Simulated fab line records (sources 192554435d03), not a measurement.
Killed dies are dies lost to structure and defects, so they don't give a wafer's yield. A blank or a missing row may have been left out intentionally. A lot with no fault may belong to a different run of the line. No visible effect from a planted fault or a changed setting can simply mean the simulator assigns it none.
Split-lot trial :: flow n5-finfet :: route with 1938 steps; 7 lots, 21 wafers read

== THE SPLIT ITSELF ==
At N5_FIN_SAQP_HM_DEP_72 (deposits SiO2 from SiH4/N2O, target thk 12 nm, time 7.2 s), the setting time-s was moved away from the recipe's 7.2 s on 4 of the 21 wafers read, by -14.0% to -10.9%. This setting was run at the recipe's value on the other wafers.

== FROM THE SPLIT TO THE READING: what the file shows between them, 5 steps ==
- N5_FIN_SAQP_EXPOSE_13: exposes mask FIN CORE, target cd 35.6 nm (also split here: dose-mj)
- N5_FIN_SAQP_PEB_14: peb time 60 s
- N5_FIN_SAQP_DEVELOP_15: develop time 30 s
- N5_FIN_SAQP_ETCH_52: etches SOC in N2/H2, target depth 100 nm, overetch 20 nm, time 150 s
- N5_FIN_SAQP_STRIP_53: strips in N2/H2

== THE READING ==
etch.depth-nm (the simulator's own value, which no gauge read), in nm, at N5_FIN_SAQP_HM_OPEN_73 (chemistry CHF3/O2, target SiO2, stops on a-Si, target depth 12 nm, time 16.8 s). The file does not state a usual value for it. Across the 17 wafers here that went through the recipe, the average is 11.86 nm and the standard deviation 0.22 nm.

wafer: L075.1
tool, chamber at the split: pecvd-04, 1
time-s as run, s: 7.2
against the recipe: recipe
etch.depth-nm, nm: 11.6
against lot-mates on the recipe: -

wafer: L075.2
tool, chamber at the split: pecvd-04, 0
time-s as run, s: 6.372
against the recipe: -11.5%
etch.depth-nm, nm: 10.69
against lot-mates on the recipe: -0.91

wafer: L075.4
tool, chamber at the split: pecvd-04, 1
time-s as run, s: 6.372
against the recipe: -11.5%
etch.depth-nm, nm: 10.33
against lot-mates on the recipe: -1.27

wafer: L086.2
tool, chamber at the split: pecvd-03, 0
time-s as run, s: 7.2
against the recipe: recipe
etch.depth-nm, nm: 11.42
against lot-mates on the recipe: -

wafer: L086.3
tool, chamber at the split: pecvd-03, 1
time-s as run, s: 7.2
against the recipe: recipe
etch.depth-nm, nm: 11.58
against lot-mates on the recipe: -

wafer: L086.4
tool, chamber at the split: pecvd-03, 1
time-s as run, s: 7.2
against the recipe: recipe
etch.depth-nm, nm: 11.84
against lot-mates on the recipe: -

wafer: L087.2
tool, chamber at the split: pecvd-04, 0
time-s as run, s: 6.414
against the recipe: -10.9%
etch.depth-nm, nm: 10.41
against lot-mates on the recipe: -1.39

wafer: L087.4
tool, chamber at the split: pecvd-04, 1
time-s as run, s: 7.2
against the recipe: recipe
etch.depth-nm, nm: 11.66
against lot-mates on the recipe: -

wafer: L087.5
tool, chamber at the split: pecvd-04, 0
time-s as run, s: 7.2
against the recipe: recipe
etch.depth-nm, nm: 11.94
against lot-mates on the recipe: -

wafer: L090.1
tool, chamber at the split: pecvd-01, 2
time-s as run, s: 6.195
against the recipe: -14.0%
etch.depth-nm, nm: 10.23
against lot-mates on the recipe: -1.77

wafer: L090.3
tool, chamber at the split: pecvd-01, 1,0
time-s as run, s: 7.2
against the recipe: recipe
etch.depth-nm, nm: 12
against lot-mates on the recipe: -

wafer: L090.4
tool, chamber at the split: pecvd-01, 1,0
time-s as run, s: 7.2
against the recipe: recipe
etch.depth-nm, nm: 12
against lot-mates on the recipe: -

wafer: L091.1
tool, chamber at the split: pecvd-04, 1
time-s as run, s: 7.2
against the recipe: recipe
etch.depth-nm, nm: 11.76
against lot-mates on the recipe: -

wafer: L091.3
tool, chamber at the split: pecvd-04, 2
time-s as run, s: 7.2
against the recipe: recipe
etch.depth-nm, nm: 11.88
against lot-mates on the recipe: -

wafer: L091.5
tool, chamber at the split: pecvd-04, 0
time-s as run, s: 7.2
against the recipe: recipe
etch.depth-nm, nm: 12.37
against lot-mates on the recipe: -

wafer: L092.2
tool, chamber at the split: pecvd-04, 0
time-s as run, s: 7.2
against the recipe: recipe
etch.depth-nm, nm: 11.83
against lot-mates on the recipe: -

wafer: L092.3
tool, chamber at the split: pecvd-04, 2
time-s as run, s: 7.2
against the recipe: recipe
etch.depth-nm, nm: 11.81
against lot-mates on the recipe: -

wafer: L092.5
tool, chamber at the split: pecvd-04, 2
time-s as run, s: 7.2
against the recipe: recipe
etch.depth-nm, nm: 12.16
against lot-mates on the recipe: -

wafer: L093.1
tool, chamber at the split: pecvd-03, 2
time-s as run, s: 7.2
against the recipe: recipe
etch.depth-nm, nm: 11.91
against lot-mates on the recipe: -

wafer: L093.4
tool, chamber at the split: pecvd-03, 0
time-s as run, s: 7.2
against the recipe: recipe
etch.depth-nm, nm: 11.85
against lot-mates on the recipe: -

wafer: L093.5
tool, chamber at the split: pecvd-03, 2
time-s as run, s: 7.2
against the recipe: recipe
etch.depth-nm, nm: 12.07
against lot-mates on the recipe: -
When a row names more than one chamber, that row covers several wafers, and the file does not tell which wafer ran in which chamber.

FIT RESULTS
A straight line over all 21 wafers: etch.depth-nm changes by +0.121 nm for each +1% of time-s; r = +0.94; the points scatter about the line by 0.22 nm.
The same after taking each lot's own level away (the mean of its wafers on the recipe; 21 wafers): +0.112 nm for each +1%; r = +0.95; scatter 0.19 nm.
Per that fit: largest time-s move, reading shift of 1.6 nm.
From 11.600 to 12.003 nm: that is the span of the lots' own levels, equal to 1.8 times the standard deviation above.
Hence the lot-to-lot level has little effect on the slope; both slopes agree.
Check: for one of the wafers moved furthest among these (-14.0%), held out of the fit, the line's prediction against its lot-mates is -1.46 nm. Against them it came out at -1.77 nm.

== THESE WAFERS: OTHER SPLITS ==
Note: prior to the reading, these wafers also went through further splits. Each is held against what the fit with the lots' levels taken away leaves over:
other split on the same wafers: N5_WELL_APT_COAT_02 spin-rpm
wafers away from the commonest value: 8
r with etch.depth-nm (lot level and that fit taken away): +0.31

other split on the same wafers: N5_WELL_APT_PEB_06 peb-time-s
wafers away from the commonest value: 7
r with etch.depth-nm (lot level and that fit taken away): -0.22

other split on the same wafers: N5_PMOS_HMC_CHANNEL_EPI_EXPOSE_06 dose-mj
wafers away from the commonest value: 7
r with etch.depth-nm (lot level and that fit taken away): +0.16

other split on the same wafers: N5_PMOS_HMC_CHANNEL_EPI_DESCUM_14 time-s
wafers away from the commonest value: 6
r with etch.depth-nm (lot level and that fit taken away): -0.05

other split on the same wafers: N5_FIN_SAQP_EXPOSE_13 dose-mj
wafers away from the commonest value: 10
r with etch.depth-nm (lot level and that fit taken away): +0.39

== THE WHOLE CHAIN: every reading that the file lists as answering this split, in the file's order ==
step: N5_FIN_SAQP_HM_DEP_72
what it does: deposits SiO2 from SiH4/N2O, target thk 12 nm, time 7.2 s
reading: SiO2_of_FIN_SAQP_HM_DEP_72.thk-nm (the simulator's own value, which no gauge read)
change (the file's fit): +0.117 nm for each +1% of the setting
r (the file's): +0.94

step: N5_FIN_SAQP_HM_OPEN_73
what it does: chemistry CHF3/O2, target SiO2, stops on a-Si, target depth 12 nm, time 16.8 s
reading: etch.depth-nm (the simulator's own value, which no gauge read)
change (the file's fit): +0.117 nm for each +1% of the setting
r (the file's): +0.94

== THE FILE'S OWN FIT ==
etch.depth-nm changes by +0.117 nm for each +1% of time-s, r = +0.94.
